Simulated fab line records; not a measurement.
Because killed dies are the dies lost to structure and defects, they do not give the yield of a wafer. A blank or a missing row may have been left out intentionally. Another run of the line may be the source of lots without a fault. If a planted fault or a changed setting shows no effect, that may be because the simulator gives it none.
Struck lot and sound lot, side by side / flow n5Finfet / 35 out of 1938 route steps
Sound: the wafers L234.1, L234.2, L234.3. Struck: wafers L238.1, L238.2, L238.3. Last of all comes the cause.
At each step with rows: each side's tool, then ch and its chambers, then its first start. Under that, the readings that differ: sound wafers / struck wafers / difference of the means / sigmas: that difference in standard deviations of wafers without a fault.
alike: readings whose means differ by less than 2 such deviations, and words and numbers that are the same on both sides. not compared: withheld readings, readings that some wafer has no value for, bounds like >300 that may hide the same value, and numbers for which the record gives no deviation and whose values overlap.
A row with sigmas, a row that says differs or no value, or rows on one side alone: a step with any of these is where the two part. When numbers do not overlap yet have no deviation, they are printed without sigmas and do not part them. Lack of a reading on every wafer of one side parts them only where that side has two or more wafers.

first, 10 steps without rows for these wafers: N5_GATE_CUT_DESCUM_18 (chemistry O2, time 7 s); N5_GATE_CUT_ETCH_28 (etches underlayer in N2/H2, target depth 13 nm, time 10.4 s); N5_GATE_CUT_ETCH_36 (etches SiARC in CF4, target depth 13 nm, time 21.7 s); N5_GATE_CUT_ETCH_37 (etches SOC in N2/H2, target depth 60 nm, overetch 12 nm, time 90 s); N5_GATE_CUT_STRIP_38 (strips in N2/H2); N5_GATE_CUT_STRIP_39 (strips in N2/H2); N5_GATE_CUT_HM_OPEN_40 (chemistry C4F6/O2, target SiO2, target depth 139 nm, time 85.1 s); N5_GATE_CUT_STRIP_41 (strips in CF4); N5_GATE_CUT_STRIP_42 (strips in O2); N5_GATE_CUT_ETCH_19 (etches SiNx in CH3F/O2, target depth 53.7 nm, time 76.7 s).
N5_GATE_CUT_CUT_ETCH_53: etches W in SF6/Cl2, target depth 79.2 nm.
  sound on rieMetal-03 ch 0,1, day 6 16:13; struck on rieMetal-03 ch 0,1, day 7 08:59
  alike: drypumpMotorCurrentA, etchRfOnTimeS, oesProductAu, throttleValvePct
  not compared: rfHoursCounterH
then, 23 steps without rows for these wafers: N5_GATE_CUT_CUT_ETCH_54 (etches TiN in Cl2/BCl3, target depth 96.7 nm); N5_GATE_CUT_CUT_ETCH_55 (etches HfO2 in BCl3, target depth 3.2 nm); N5_GATE_CUT_ETCH_47 (etches SiO2 in Cl2/BCl3, target depth 10 nm); N5_GATE_CUT_VAPOR_ETCH_48 (etches TiN in BCl3/Cl2); N5_GATE_CUT_VAPOR_ETCH_49 (etches TiAlC in BCl3/Cl2); N5_GATE_CUT_VAPOR_ETCH_51 (etches HfO2 in BCl3/Cl2); N5_GATE_CUT_STRIP_21 (strips in N2/H2, time 30 s); N5_GATE_CUT_STRIP_29 (strips in post etch residue remover, time 60 s); N5_GATE_CUT_SRD_52 (time 30 s); N5_GATE_CUT_ALD_22 (deposits SiNx, target thk 16 nm, pulse time 1 s, ald cycles 320); N5_GATE_CUT_CMP_23 (polishes, stops on SiO2, t overpolish 23.4 s, target thk 16 nm); N5_GATE_CUT_CMP_43 (polishes SiO2); N5_GATE_CUT_CMP_61 (polishes, stops on SiNx, t overpolish 3 s); N5_MOL_CONTACT_COAG_COAT_103 (time 60 s, resist thk 80 nm); N5_MOL_CONTACT_COAG_COAT_104 (time 60 s, resist thk 12 nm); N5_MOL_CONTACT_COAG_COAT_58 (time 60 s, resist thk 10 nm); N5_MOL_CONTACT_COAG_COAT_02 (resist thk 30 nm); N5_MOL_CONTACT_COAG_EBR_04; N5_MOL_CONTACT_COAG_SOFTBAKE_03 (time 60 s); N5_MOL_CONTACT_COAG_EXPOSE_05 (exposes mask CA, defocus 0 nm); N5_MOL_CONTACT_COAG_PEB_06 (peb time 60 s); N5_MOL_CONTACT_COAG_DEVELOP_07 (develop time 30 s); N5_MOL_CONTACT_COAG_DESCUM_13 (chemistry O2, time 7 s).
-- record jumps: 11 days separate the struck wafers' starts on either side; left off in module MOL_CONTACT_COAG, taken up again in module PASSIVATION, whose first shown step is the route's number 1936 --
N5_PASSIVATION_PROBE_49:
  record: rows for the struck wafers here (prober-01, day 18 02:52), none for the sound ones

WHERE THEY PART
Only at N5_PASSIVATION_PROBE_49, as far as this record shows.

WHY: what had been put in by the simulator
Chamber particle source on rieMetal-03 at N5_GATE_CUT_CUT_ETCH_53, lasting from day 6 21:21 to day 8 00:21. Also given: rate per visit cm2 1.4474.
